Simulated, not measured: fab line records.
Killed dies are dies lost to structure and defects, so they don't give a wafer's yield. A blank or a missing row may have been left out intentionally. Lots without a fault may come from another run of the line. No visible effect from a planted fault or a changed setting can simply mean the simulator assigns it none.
fab line records | flow n5Finfet | part 1 of 2: steps 1 to 24 of 33
record: lots: 5 | wafers: 15 | lastDay: 15
route steps=1938 shown PMOS_HMC_CHANNEL_EPI@67 FIN_SAQP@90
lots untouched by any fault: they come from a run of this same line in which no faults occurred
startH: start of the lot's first displayed wafer, in hours after the record's first day | waitH: time in hours since the lot's previous step | " as in the row above | L1.1+2: a single row standing in for several wafers | - either no value or no given start | * or withheld: withheld | < > ~ a bound
route shown NAME@n: names a module that has steps shown in the file, with the first one's number in the route | usual: the fault-free wafers' mean and standard deviation | same: alike in all rows | chamber/n: place in a boat | sites: per-site readings | _std_site: the standard deviation of these | _edge_site: outer sites' mean less inner sites' | radiusMm: for every site, how far away it sits from the centre of the wafer | mask NAME#n: copy n | behind: the last tool/chamber to shape the wafer | hold: reason for holding the lot/hours on hold/outcome of the hold | device: the n, p or np transistor that did not switch | end of line: the tests these same wafers got at the end of their route | where a step has no rows: the recipe by itself | killed: not the wafer's yield, but the dies lost to structure and defects at the first sort | map: shows each die of a wafer: x if killed, . if not, _ if none is there
set.NAME: the setting the step ran with; set.NAME@STEP: the setting that earlier step ran with | model.NAME: the simulator's own value behind a step, which no gauge read
a table for each step, a row for each wafer; lots at some steps of the route
services: from which hour (startH, from the record's first day; less than 0 if before it) a tool's chamber was out of use, for how many hours, and why
== steps ==
step: N5_PMOS_HMC_CHANNEL_EPI_INSPECT_11
recipe: mode: adi | inspectInstrument: macro
usual: rawDefectCount: 2.0/1.6
lot.wafer | tool             | chamber | startH | waitH | rawDefectCount
L074.2    | defectInspect-02 | -       | 17.22  | 0.0   | 0
L074.4    | "                | -       | "      | "     | 4
L074.6    | "                | -       | "      | "     | 2
L084.3    | defectInspect-02 | -       | 77.58  | 0.0   | 5
L084.5    | "                | -       | "      | "     | 2
L084.6    | "                | -       | "      | "     | 6
L086.1    | defectInspect-01 | -       | 89.35  | 0.0   | 0
L086.3    | "                | -       | "      | "     | 1
L086.6    | "                | -       | "      | "     | 3
L087.2    | defectInspect-01 | -       | 95.43  | 0.0   | 1
L087.3    | "                | -       | "      | "     | 5
L087.4    | "                | -       | "      | "     | 0
L089.1    | defectInspect-01 | -       | 107.40 | 0.0   | 2
L089.3    | "                | -       | "      | "     | 2
L089.4    | "                | -       | "      | "     | 2
step: N5_PMOS_HMC_CHANNEL_EPI_DESCUM_14
recipe: chemistry: O2 | timeS: 7.9 | sourcePowerW: 50 | biasPowerW: 20 | pressureMtorr: 20 | rfFrequencyHz: 2.712e+07 | tempC: 40 | resist: CAR-ArF-block | o2FlowSccm: 225
usual: drypumpMotorCurrentA: 5.9/0.59 | oesProductAu: 0.80/0.089 | rfVppV: 243.0/1.3 | showerheadPlenumPTorr: 2.09/0.057 | throttleValvePct: 20.37/0.27
lot.wafer | tool       | chamber | startH | waitH | drypumpMotorCurrentA | oesProductAu | rfHoursCounterH | rfVppV | showerheadPlenumPTorr | throttleValvePct
L074.2    | rieDiel-01 | 0       | 17.34  | 0.1   | 5.1                  | 0.69         | 248             | 242.6  | 2.07                  | 20.43
L074.4    | "          | 2       | "      | "     | 6.8                  | 0.85         | 72              | 241.1  | 2.04                  | 19.94
L074.6    | "          | 3       | "      | "     | 6.3                  | 0.77         | -               | 245.4  | 2.11                  | 20.20
L084.3    | rieDiel-01 | 1       | 77.61  | 0.0   | 6.4                  | 0.95         | 10              | 244.0  | 2.14                  | 20.54
L084.5    | "          | 0       | "      | "     | 5.1                  | 0.98         | -               | 242.8  | 2.07                  | 20.08
L084.6    | "          | 1       | "      | "     | 6.4                  | 0.95         | -               | 243.8  | 2.14                  | 20.55
L086.1    | rieDiel-01 | 3       | 89.58  | 0.2   | 6.3                  | 0.76         | 152             | 241.4  | 2.11                  | 20.23
L086.3    | "          | 0       | "      | "     | 5.1                  | 0.96         | 8               | 242.3  | 2.07                  | 20.08
L086.6    | "          | 1       | "      | "     | 6.4                  | 0.95         | -               | 244.1  | 2.14                  | 20.54
L087.2    | rieDiel-04 | 2       | 95.46  | 0.0   | 5.8                  | 0.76         | 140             | 240.9  | 2.03                  | 20.34
L087.3    | "          | 1       | "      | "     | 5.0                  | 0.93         | 6               | 243.8  | 2.17                  | 20.56
L087.4    | "          | 3       | "      | "     | 6.7                  | 0.83         | 105             | 242.5  | 2.03                  | 20.21
L089.1    | rieDiel-02 | 0       | 107.99 | 0.6   | 5.6                  | 0.70         | 225             | 242.2  | 2.15                  | 20.66
L089.3    | "          | 1       | "      | "     | 5.3                  | 0.77         | 142             | 242.9  | 2.07                  | 20.06
L089.4    | "          | 0       | "      | "     | 5.6                  | 0.69         | -               | 243.0  | 2.15                  | 20.66
step: N5_PMOS_HMC_CHANNEL_EPI_ETCH_32
recipe: chemistry: N2/H2 | target: BARC | stopOn: SiO2 | targetDepthA: 858 | overEtchFrac: 0.3 | timeS: 50.3 | ionEnergyEv: 200 | maskMaterial: CAR-ArF-block | pressureMtorr: 30 | sourceW: 840 | biasW: 150 | n2FlowSccm: 200 | h2FlowSccm: 200
usual: drypumpMotorCurrentA: 5.9/0.59 | oesProductAu: 0.68/0.071 | rfVppV: 523.7/2.1 | showerheadPlenumPTorr: 2.54/0.077 | throttleValvePct: 17.81/0.29
lot.wafer | tool       | chamber | startH | waitH | drypumpMotorCurrentA | oesProductAu | rfHoursCounterH | rfVppV | showerheadPlenumPTorr | throttleValvePct
L074.2    | rieDiel-01 | 0       | 17.38  | 0.0   | 5.1                  | 0.58         | 248             | 523.5  | 2.50                  | 17.95
L074.4    | "          | 2       | "      | "     | 6.8                  | 0.71         | 72              | 522.2  | 2.49                  | 17.56
L074.6    | "          | 3       | "      | "     | 6.3                  | 0.67         | -               | 522.4  | 2.52                  | 17.32
L084.3    | rieDiel-01 | 1       | 77.65  | 0.0   | 6.3                  | 0.81         | 10              | 524.9  | 2.59                  | 17.81
L084.5    | "          | 0       | "      | "     | 5.1                  | 0.81         | -               | 521.8  | 2.50                  | 17.55
L084.6    | "          | 1       | "      | "     | 6.4                  | 0.81         | -               | 526.1  | 2.59                  | 17.83
L086.1    | rieDiel-01 | 3       | 89.61  | 0.0   | 6.3                  | 0.66         | 152             | 523.8  | 2.52                  | 17.36
L086.3    | "          | 0       | "      | "     | 5.1                  | 0.79         | 8               | 519.9  | 2.49                  | 17.56
L086.6    | "          | 1       | "      | "     | 6.4                  | 0.81         | -               | 526.2  | 2.59                  | 17.84
L087.2    | rieDiel-04 | 2       | 95.50  | 0.0   | 5.7                  | 0.65         | 140             | 519.7  | 2.45                  | 17.67
L087.3    | "          | 1       | "      | "     | 5.1                  | 0.80         | 6               | 525.7  | 2.63                  | 17.93
L087.4    | "          | 3       | "      | "     | 6.6                  | 0.70         | 105             | 520.9  | 2.45                  | 17.54
L089.1    | rieDiel-02 | 0       | 108.03 | 0.0   | 5.6                  | 0.61         | 225             | 524.8  | 2.64                  | 18.33
L089.3    | "          | 1       | "      | "     | 5.3                  | 0.66         | 142             | 524.3  | 2.55                  | 17.78
L089.4    | "          | 0       | "      | "     | 5.6                  | 0.60         | -               | 525.5  | 2.64                  | 18.34
step: N5_PMOS_HMC_CHANNEL_EPI_HM_OPEN_15
recipe: chemistry: CHF3/O2 | target: SiO2 | maskMaterial: CAR-ArF-block | targetDepthA: 406 | CHF3_flow_sccm: 50 | O2_flow_sccm: 5 | Ar_flow_sccm: 200 | timeS: 20.3 | pressureMtorr: 30 | sourceW: 650 | biasW: 170 | ionEnergyEv: 200
usual: drypumpMotorCurrentA: 5.9/0.59 | oes_f_703_au: 0.80/0.092 | oesProductAu: 0.79/0.087 | rfVppV: 522/16 | showerheadPlenumPTorr: 2.40/0.072 | throttleValvePct: 18.77/0.29
lot.wafer | tool       | chamber | startH | waitH | drypumpMotorCurrentA | oes_f_703_au | oesProductAu | rfHoursCounterH | rfVppV | showerheadPlenumPTorr | throttleValvePct
L074.2    | rieDiel-01 | 0       | 17.42  | 0.0   | 5.1                  | 0.69         | 0.68         | 248             | 530    | 2.35                  | 18.75
L074.4    | "          | 2       | "      | "     | 6.8                  | 0.83         | 0.84         | 72              | 528    | 2.33                  | 18.32
L074.6    | "          | 3       | "      | "     | 6.3                  | 0.78         | 0.77         | -               | 517    | 2.40                  | 18.50
L084.3    | rieDiel-01 | 1       | 77.69  | 0.0   | 6.3                  | 0.93         | 0.93         | 10              | 500    | 2.48                  | 19.05
L084.5    | "          | 0       | "      | "     | 5.1                  | 0.96         | 0.97         | -               | 529    | 2.35                  | 18.35
L084.6    | "          | 1       | "      | "     | 6.3                  | 0.94         | 0.93         | -               | 499    | 2.48                  | 19.04
L086.1    | rieDiel-01 | 3       | 89.66  | 0.0   | 6.3                  | 0.76         | 0.75         | 152             | 518    | 2.39                  | 18.52
L086.3    | "          | 0       | "      | "     | 5.1                  | 0.94         | 0.95         | 8               | 530    | 2.34                  | 18.35
L086.6    | "          | 1       | "      | "     | 6.4                  | 0.93         | 0.92         | -               | 499    | 2.48                  | 19.07
L087.2    | rieDiel-04 | 2       | 95.54  | 0.0   | 5.7                  | 0.74         | 0.75         | 140             | 529    | 2.31                  | 18.64
L087.3    | "          | 1       | "      | "     | 5.1                  | 1.00         | 0.96         | 6               | 513    | 2.47                  | 18.81
L087.4    | "          | 3       | "      | "     | 6.7                  | 0.83         | 0.84         | 105             | 526    | 2.32                  | 18.54
L089.1    | rieDiel-02 | 0       | 108.07 | 0.0   | 5.6                  | 0.70         | 0.69         | 225             | 496    | 2.47                  | 19.19
L089.3    | "          | 1       | "      | "     | 5.3                  | 0.78         | 0.77         | 142             | 524    | 2.42                  | 18.82
L089.4    | "          | 0       | "      | "     | 5.6                  | 0.70         | 0.69         | -               | 497    | 2.47                  | 19.18
step: N5_PMOS_HMC_CHANNEL_EPI_STRIP_33
recipe: chemistry: N2/H2 | powerW: 500 | tempC: 40 | pressureMtorr: 50 | rfFrequencyHz: 6e+07 | overashFraction: 0.3 | biasPowerW: 8 | h2Frac: 0.5 | n2FlowSccm: 300 | h2FlowSccm: 300
usual: drypumpMotorCurrentA: 5.9/0.59 | oesProductAu: 0.80/0.088 | powerW: 500.1/1.5 | rfVppV: 54.4/1.7 | showerheadPlenumPTorr: 3.35/0.097 | throttleValvePct: 18.9/0.4
same: overashFraction: 0.3
lot.wafer | tool       | chamber | startH | waitH | drypumpMotorCurrentA | oesProductAu | powerW | rfHoursCounterH | rfVppV | showerheadPlenumPTorr | throttleValvePct
L074.2    | rieDiel-01 | 0       | 17.47  | 0.0   | 5.1                  | 0.69         | 500.3  | 248             | 52.6   | 3.31                  | 19.3
L074.4    | "          | 2       | "      | "     | 6.8                  | 0.85         | 499.5  | 72              | 56.3   | 3.30                  | 18.9
L074.6    | "          | 3       | "      | "     | 6.3                  | 0.76         | 498.4  | -               | 54.1   | 3.34                  | 18.1
L084.3    | rieDiel-01 | 1       | 77.74  | 0.0   | 6.4                  | 0.93         | 499.5  | 10              | 53.3   | 3.42                  | 18.8
L084.5    | "          | 0       | "      | "     | 5.1                  | 0.98         | 500.5  | -               | 54.0   | 3.30                  | 19.0
L084.6    | "          | 1       | "      | "     | 6.4                  | 0.94         | 498.3  | -               | 56.1   | 3.42                  | 18.8
L086.1    | rieDiel-01 | 3       | 89.71  | 0.0   | 6.3                  | 0.76         | 499.0  | 152             | 52.4   | 3.32                  | 18.1
L086.3    | "          | 0       | "      | "     | 5.1                  | 0.96         | 499.5  | 8               | 50.2   | 3.30                  | 18.9
L086.6    | "          | 1       | "      | "     | 6.4                  | 0.94         | 497.3  | -               | 57.5   | 3.41                  | 18.8
L087.2    | rieDiel-04 | 2       | 95.59  | 0.0   | 5.7                  | 0.76         | 504.1  | 140             | 55.2   | 3.24                  | 18.6
L087.3    | "          | 1       | "      | "     | 5.0                  | 0.93         | 498.9  | 6               | 57.1   | 3.46                  | 19.2
L087.4    | "          | 3       | "      | "     | 6.6                  | 0.83         | 498.8  | 105             | 54.4   | 3.24                  | 18.6
L089.1    | rieDiel-02 | 0       | 108.12 | 0.0   | 5.6                  | 0.69         | 497.6  | 225             | 51.0   | 3.49                  | 19.5
L089.3    | "          | 1       | "      | "     | 5.4                  | 0.78         | 497.5  | 142             | 55.0   | 3.37                  | 18.8
L089.4    | "          | 0       | "      | "     | 5.6                  | 0.68         | 497.3  | -               | 55.3   | 3.49                  | 19.5
step: N5_PMOS_HMC_CHANNEL_EPI_STRIP_17
recipe: chemistry: SPM | timeS: 750 | tempC: 130 | h2so4H2o2VolRatio: 4 | dry: ipaMarangoni
lot.wafer  | tool        | chamber | startH | waitH
L074.2+4+6 | wetBench-06 | 5,2,4   | 17.54  | -
L084.3+5+6 | wetBench-04 | 4,1,2   | 77.81  | -
L086.1+3+6 | wetBench-01 | 5,0,6   | 89.78  | -
L087.2+3+4 | wetBench-01 | 3,5,4   | 95.66  | -
L089.1+3+4 | wetBench-01 | 7,6,0   | 108.19 | -
step: N5_PMOS_HMC_CHANNEL_EPI_ETCH_38
recipe: chemistry: CF4 | target: SiO2 | targetDepthA: 15 | ionEnergyEv: 350 | pressureMtorr: 10 | icpW: 800 | biasW: 400 | cf4FlowSccm: 80
usual: drypumpMotorCurrentA: 5.6/0.5 | heBacksideLeakSccm: 2.8/0.33 | oesProductAu: 0.998/0.021 | throttleValvePct: 21.7/0.34
lot.wafer | tool     | chamber | startH | waitH | drypumpMotorCurrentA | heBacksideLeakSccm | oesProductAu | rfHoursCounterH | throttleValvePct
L074.2    | rieSi-04 | 1       | 17.80  | 0.0   | 6.0                  | 2.6                | 1.008        | 57              | 21.5
L074.4    | "        | 1       | "      | "     | 6.1                  | 2.6                | 0.987        | -               | 21.5
L074.6    | "        | 2       | "      | "     | 6.2                  | 3.3                | 1.023        | -               | 22.1
L084.3    | rieSi-04 | 2       | 78.29  | 0.0   | 6.2                  | 3.5                | 1.032        | 121             | 22.1
L084.5    | "        | 1       | "      | "     | 6.0                  | 2.5                | 0.996        | -               | 21.5
L084.6    | "        | 2       | "      | "     | 6.2                  | 3.5                | 1.021        | -               | 22.1
L086.1    | rieSi-06 | 3       | 90.01  | 0.0   | 4.8                  | 2.5                | 1.029        | 71              | 22.2
L086.3    | "        | 1       | "      | "     | 5.4                  | 2.9                | 0.995        | 116             | 22.3
L086.6    | "        | 3       | "      | "     | 4.8                  | 2.6                | 1.009        | -               | 22.2
L087.2    | rieSi-06 | 3       | 95.90  | 0.0   | 4.8                  | 2.6                | 1.003        | 71              | 22.2
L087.3    | "        | 2       | "      | "     | 4.9                  | 2.8                | 1.017        | 1               | 21.6
L087.4    | "        | 1       | "      | "     | 5.5                  | 2.8                | 1.004        | 117             | 22.3
L089.1    | rieSi-04 | 1       | 108.45 | 0.0   | 6.0                  | 2.5                | 1.006        | 59              | 21.5
L089.3    | "        | 2       | "      | "     | 6.2                  | 3.3                | 1.024        | 122             | 22.1
L089.4    | "        | 0       | "      | "     | 6.4                  | 2.2                | 0.990        | 46              | 21.7
step: N5_PMOS_HMC_CHANNEL_EPI_FIN_RECESS_16
recipe: chemistry: HBr/Cl2 | target: Si | maskMaterial: SiO2 | targetDepthA: 540 | timeS: 18 | pressureMtorr: 10 | icpW: 800 | biasW: 75 | HBr_flow_sccm: 150 | Cl2_flow_sccm: 80
usual: drypumpMotorCurrentA: 5.6/0.5 | heBacksideLeakSccm: 2.8/0.33 | oesProductAu: 1.002/0.016 | throttleValvePct: 35.4/0.45
lot.wafer | tool     | chamber | startH | waitH | drypumpMotorCurrentA | heBacksideLeakSccm | oesProductAu | rfHoursCounterH | throttleValvePct
L074.2    | rieSi-04 | 1       | 17.82  | 0.0   | 6.0                  | 2.6                | 1.015        | 57              | 34.5
L074.4    | "        | 1       | "      | "     | 6.0                  | 2.7                | 1.005        | -               | 34.5
L074.6    | "        | 2       | "      | "     | 6.2                  | 3.4                | 1.015        | -               | 35.9
L084.3    | rieSi-04 | 2       | 78.31  | 0.0   | 6.2                  | 3.7                | 1.027        | 121             | 35.9
L084.5    | "        | 1       | "      | "     | 6.0                  | 2.5                | 1.009        | -               | 34.5
L084.6    | "        | 2       | "      | "     | 6.2                  | 3.5                | 1.032        | -               | 35.9
L086.1    | rieSi-06 | 3       | 90.03  | 0.0   | 4.8                  | 2.5                | 1.026        | 71              | 35.8
L086.3    | "        | 1       | "      | "     | 5.4                  | 2.8                | 1.001        | 116             | 35.9
L086.6    | "        | 3       | "      | "     | 4.8                  | 2.5                | 1.020        | -               | 35.9
L087.2    | rieSi-06 | 3       | 95.92  | 0.0   | 4.8                  | 2.6                | 1.028        | 71              | 35.9
L087.3    | "        | 2       | "      | "     | 4.8                  | 2.6                | 1.016        | 1               | 35.1
L087.4    | "        | 1       | "      | "     | 5.5                  | 2.7                | 0.986        | 117             | 35.9
L089.1    | rieSi-04 | 1       | 108.47 | 0.0   | 6.0                  | 2.5                | 1.006        | 59              | 34.5
L089.3    | "        | 2       | "      | "     | 6.2                  | 3.4                | 1.024        | 122             | 35.9
L089.4    | "        | 0       | "      | "     | 6.4                  | 2.4                | 0.994        | 46              | 35.7
step: N5_PMOS_HMC_CHANNEL_EPI_PRECLEAN_36
recipe: chemistry: O3/DIW | timeS: 45 | tempC: 22 | o3Ppm: 10
lot.wafer  | tool        | chamber | startH | waitH
L074.2+4+6 | wetBench-06 | 3,6,0   | 17.92  | 0.1
L084.3+5+6 | wetBench-06 | 3,2,5   | 78.41  | 0.1
L086.1+3+6 | wetBench-04 | 6,1,7   | 90.13  | 0.1
L087.2+3+4 | wetBench-04 | 1,5,6   | 96.02  | 0.1
L089.1+3+4 | wetBench-06 | 7,1,0   | 108.56 | 0.1
step: N5_PMOS_HMC_CHANNEL_EPI_PRECLEAN_18
recipe: chemistry: DHF | timeS: 30 | tempC: 25 | dilution: withheld
lot.wafer  | tool        | chamber | startH | waitH
L074.2+4+6 | wetBench-06 | 3,6,0   | 17.93  | 0.0
L084.3+5+6 | wetBench-06 | 3,2,5   | 78.43  | 0.0
L086.1+3+6 | wetBench-04 | 6,1,7   | 90.15  | 0.0
L087.2+3+4 | wetBench-04 | 1,5,6   | 96.03  | 0.0
L089.1+3+4 | wetBench-06 | 7,1,0   | 108.58 | 0.0
step: N5_PMOS_HMC_CHANNEL_EPI_SRD_19
recipe: dry: ipaMarangoni | doPpb: 5 | timeS: 30 | tempC: 23 | rinseLiquid: diw
lot.wafer  | tool        | chamber | startH | waitH
L074.2+4+6 | wetBench-06 | 3,6,0   | 17.94  | 0.0
L084.3+5+6 | wetBench-06 | 3,2,5   | 78.44  | 0.0
L086.1+3+6 | wetBench-04 | 6,1,7   | 90.16  | 0.0
L087.2+3+4 | wetBench-04 | 1,5,6   | 96.04  | 0.0
L089.1+3+4 | wetBench-06 | 7,1,0   | 108.59 | 0.0
step: N5_PMOS_HMC_CHANNEL_EPI_EPI_20
recipe: material: SiGe30 | maskMaterial: SiO2 | pressureTorr: 20 | targetThkA: 590 | tempC: 600
lot.wafer  | tool        | chamber | startH | waitH
L074.2+4+6 | epiRpcvd-01 | 0       | 18.20  | 0.2
L084.3+5+6 | epiRpcvd-03 | 0       | 78.89  | 0.4
L086.1+3+6 | epiRpcvd-02 | 0       | 90.21  | 0.0
L087.2+3+4 | epiRpcvd-03 | 0       | 96.29  | 0.2
L089.1+3+4 | epiRpcvd-02 | 0       | 108.64 | 0.0
step: N5_PMOS_HMC_CHANNEL_EPI_HM_STRIP_35
recipe: chemistry: dHF | tempC: 25 | material: SiO2 | target: SiO2 | targetDepthA: 396 | timeS: 216
lot.wafer  | tool        | chamber | startH | waitH
L074.2+4+6 | wetBench-06 | 1,4,2   | 19.23  | 0.8
L084.3+5+6 | wetBench-06 | 5,6,0   | 79.72  | 0.6
L086.1+3+6 | wetBench-06 | 7,4,3   | 91.44  | 1.0
L087.2+3+4 | wetBench-04 | 2,6,5   | 97.32  | 0.8
L089.1+3+4 | wetBench-04 | 7,0,1   | 109.87 | 1.0
step: N5_PMOS_HMC_CHANNEL_EPI_SRD_39
recipe: dry: ipaMarangoni | timeS: 30 | tempC: 23 | rinseLiquid: diw
lot.wafer  | tool        | chamber | startH | waitH
L074.2+4+6 | wetBench-06 | 1,4,2   | 19.29  | 0.0
L084.3+5+6 | wetBench-06 | 5,6,0   | 79.78  | 0.0
L086.1+3+6 | wetBench-06 | 7,4,3   | 91.50  | 0.0
L087.2+3+4 | wetBench-04 | 2,6,5   | 97.38  | 0.0
L089.1+3+4 | wetBench-04 | 7,0,1   | 109.93 | 0.0
step: N5_PMOS_HMC_CHANNEL_EPI_CMP_21
recipe: material: SiGe30 | postCmpClean: alkalineBrush | targetThkNm: 54
usual: motorCurrentA: 12.4/1.1 | padLifeWafers: 1148/480
lot.wafer | tool   | chamber | startH | waitH | motorCurrentA | padLifeWafers
L074.4    | cmp-03 | 0       | 19.37  | 0.1   | 14.1          | 1261
L074.2    | "      | 2       | "      | "     | 12.2          | 1263
L074.6    | "      | 3       | "      | "     | 10.9          | -
L084.3    | cmp-03 | 2       | 79.82  | 0.0   | 12.5          | 1752
L084.6    | "      | 2       | "      | "     | 12.5          | -
L084.5    | "      | 3       | "      | "     | 10.8          | -
L086.1    | cmp-02 | 3       | 91.58  | 0.1   | 11.9          | 871
L086.3    | "      | 1       | "      | "     | 13.4          | 873
L086.6    | "      | 3       | "      | "     | 11.6          | -
L087.4    | cmp-03 | 1       | 97.42  | 0.0   | 12.3          | 1914
L087.3    | "      | 2       | "      | "     | 11.6          | 1915
L087.2    | "      | 3       | "      | "     | 11.4          | 1916
L089.3    | cmp-02 | 3       | 109.97 | 0.0   | 11.9          | 1008
L089.1    | "      | 0       | "      | "     | 12.5          | 1009
L089.4    | "      | 1       | "      | "     | 13.2          | 1010
step: N5_PMOS_HMC_CHANNEL_EPI_THK_MEAS_22
recipe: reads: SiGe30_of_PMOS_HMC_CHANNEL_EPI_EPI_20
usual: HMC_CMP_THK: 53.5/1.1
lot.wafer | tool         | chamber | startH | waitH | HMC_CMP_THK[nm]
L074.2    | filmMetro-01 | -       | 19.63  | -     | 53.1
L074.4    | "            | -       | "      | "     | 52.7
L074.6    | "            | -       | "      | "     | 53.9
L084.3    | filmMetro-01 | -       | 80.12  | -     | 54.7
L084.5    | "            | -       | "      | "     | 53.2
L084.6    | "            | -       | "      | "     | 54.6
L086.1    | filmMetro-01 | -       | 91.83  | -     | 54.4
L086.3    | "            | -       | "      | "     | 55.3
L086.6    | "            | -       | "      | "     | 53.9
L087.2    | filmMetro-02 | -       | 97.72  | -     | 54.4
L087.3    | "            | -       | "      | "     | 55.1
L087.4    | "            | -       | "      | "     | 54.9
L089.1    | filmMetro-01 | -       | 110.27 | -     | 52.9
L089.3    | "            | -       | "      | "     | 54.0
L089.4    | "            | -       | "      | "     | 53.5
step: N5_PMOS_HMC_CHANNEL_EPI_PRECLEAN_40
recipe: chemistry: DHF | timeS: 30 | tempC: 25 | dilution: withheld
lot.wafer  | tool        | chamber | startH | waitH
L074.2+4+6 | wetBench-06 | 5,6,7   | 19.65  | 0.0
L084.3+5+6 | wetBench-04 | 2,3,1   | 80.14  | 0.0
L086.1+3+6 | wetBench-06 | 0,1,4   | 91.86  | 0.0
L087.2+3+4 | wetBench-04 | 4,5,2   | 97.74  | 0.0
L089.1+3+4 | wetBench-06 | 7,4,6   | 110.29 | 0.0
step: N5_PMOS_HMC_CHANNEL_EPI_PRECLEAN_37
recipe: chemistry: O3/DIW | timeS: 45 | tempC: 22 | o3Ppm: 10
lot.wafer  | tool        | chamber | startH | waitH
L074.2+4+6 | wetBench-06 | 5,6,7   | 19.66  | 0.0
L084.3+5+6 | wetBench-04 | 2,3,1   | 80.17  | 0.0
L086.1+3+6 | wetBench-06 | 0,1,4   | 91.87  | 0.0
L087.2+3+4 | wetBench-04 | 4,5,2   | 97.76  | 0.0
L089.1+3+4 | wetBench-06 | 7,4,6   | 110.31 | 0.0
step: N5_PMOS_HMC_CHANNEL_EPI_PRECLEAN_24
recipe: chemistry: DHF | timeS: 30 | tempC: 25 | dilution: withheld
lot.wafer  | tool        | chamber | startH | waitH
L074.2+4+6 | wetBench-06 | 5,6,7   | 19.68  | 0.0
L084.3+5+6 | wetBench-04 | 2,3,1   | 80.19  | 0.0
L086.1+3+6 | wetBench-06 | 0,1,4   | 91.89  | 0.0
L087.2+3+4 | wetBench-04 | 4,5,2   | 97.77  | 0.0
L089.1+3+4 | wetBench-06 | 7,4,6   | 110.32 | 0.0
step: N5_PMOS_HMC_CHANNEL_EPI_SRD_25
recipe: dry: ipaMarangoni | doPpb: 5 | timeS: 30 | tempC: 23 | rinseLiquid: diw
lot.wafer  | tool        | chamber | startH | waitH
L074.2+4+6 | wetBench-06 | 5,6,7   | 19.68  | 0.0
L084.3+5+6 | wetBench-04 | 2,3,1   | 80.21  | 0.0
L086.1+3+6 | wetBench-06 | 0,1,4   | 91.89  | 0.0
L087.2+3+4 | wetBench-04 | 4,5,2   | 97.78  | 0.0
L089.1+3+4 | wetBench-06 | 7,4,6   | 110.33 | 0.0
step: N5_PMOS_HMC_CHANNEL_EPI_EPI_26
recipe: material: Si | targetThkA: 38 | tempC: 650 | precursor: SiH4/H2 | pressureTorr: 20 | timeS: 22.7
usual: throttleValvePct: 11.2/0.35
lot.wafer | tool        | chamber | startH | waitH | throttleValvePct
L074.2    | epiRpcvd-02 | 0       | 19.80  | 0.1   | 11.6
L074.4    | "           | 0       | "      | "     | 11.9
L074.6    | "           | 0       | "      | "     | 11.4
L084.3    | epiRpcvd-02 | 0       | 80.38  | 0.1   | 11.6
L084.5    | "           | 0       | "      | "     | 11.4
L084.6    | "           | 0       | "      | "     | 11.5
L086.1    | epiRpcvd-01 | 0       | 91.94  | 0.0   | 11.2
L086.3    | "           | 0       | "      | "     | 11.1
L086.6    | "           | 0       | "      | "     | 10.7
L087.2    | epiRpcvd-01 | 0       | 97.89  | 0.1   | 10.6
L087.3    | "           | 0       | "      | "     | 11.0
L087.4    | "           | 0       | "      | "     | 10.6
L089.1    | epiRpcvd-02 | 0       | 110.38 | 0.0   | 11.4
L089.3    | "           | 0       | "      | "     | 11.7
L089.4    | "           | 0       | "      | "     | 11.7
step: N5_PMOS_HMC_CHANNEL_EPI_INSPECT_30
recipe: inspectInstrument: darkfield | mode: postEpi
usual: rawDefectCount: 19/6.9
lot.wafer | tool             | chamber | startH | waitH | rawDefectCount
L074.2    | defectInspect-02 | -       | 20.20  | 0.0   | 35
L074.4    | "                | -       | "      | "     | 17
L074.6    | "                | -       | "      | "     | 20
L084.3    | defectInspect-01 | -       | 80.65  | 0.0   | 18
L084.5    | "                | -       | "      | "     | 30
L084.6    | "                | -       | "      | "     | 14
L086.1    | defectInspect-02 | -       | 92.41  | 0.0   | 7
L086.3    | "                | -       | "      | "     | 23
L086.6    | "                | -       | "      | "     | 20
L087.2    | defectInspect-02 | -       | 98.30  | 0.0   | 16
L087.3    | "                | -       | "      | "     | 8
L087.4    | "                | -       | "      | "     | 18
L089.1    | defectInspect-02 | -       | 110.75 | 0.0   | 26
L089.3    | "                | -       | "      | "     | 20
L089.4    | "                | -       | "      | "     | 9
step: N5_FIN_SAQP_PRECLEAN_42
recipe: chemistry: O3/DIW | timeS: 60 | tempC: 22 | o3Ppm: 10
lot.wafer  | tool        | chamber | startH | waitH
L074.2+4+6 | wetBench-02 | 7,4,1   | 20.23  | 0.0
L084.3+5+6 | wetBench-03 | 6,7,2   | 80.68  | 0.0
L086.1+3+6 | wetBench-05 | 5,3,6   | 92.44  | 0.0
L087.2+3+4 | wetBench-02 | 7,6,4   | 98.32  | 0.0
L089.1+3+4 | wetBench-05 | 0,7,4   | 110.77 | 0.0
step: N5_FIN_SAQP_PRECLEAN_00
recipe: chemistry: SC1 | timeS: 60 | tempC: 55 | mix: 1:2:50
lot.wafer  | tool        | chamber | startH | waitH
L074.2+4+6 | wetBench-02 | 7,4,1   | 20.25  | 0.0
L084.3+5+6 | wetBench-03 | 6,7,2   | 80.70  | 0.0
L086.1+3+6 | wetBench-05 | 5,3,6   | 92.46  | 0.0
L087.2+3+4 | wetBench-02 | 7,6,4   | 98.34  | 0.0
L089.1+3+4 | wetBench-05 | 0,7,4   | 110.79 | 0.0
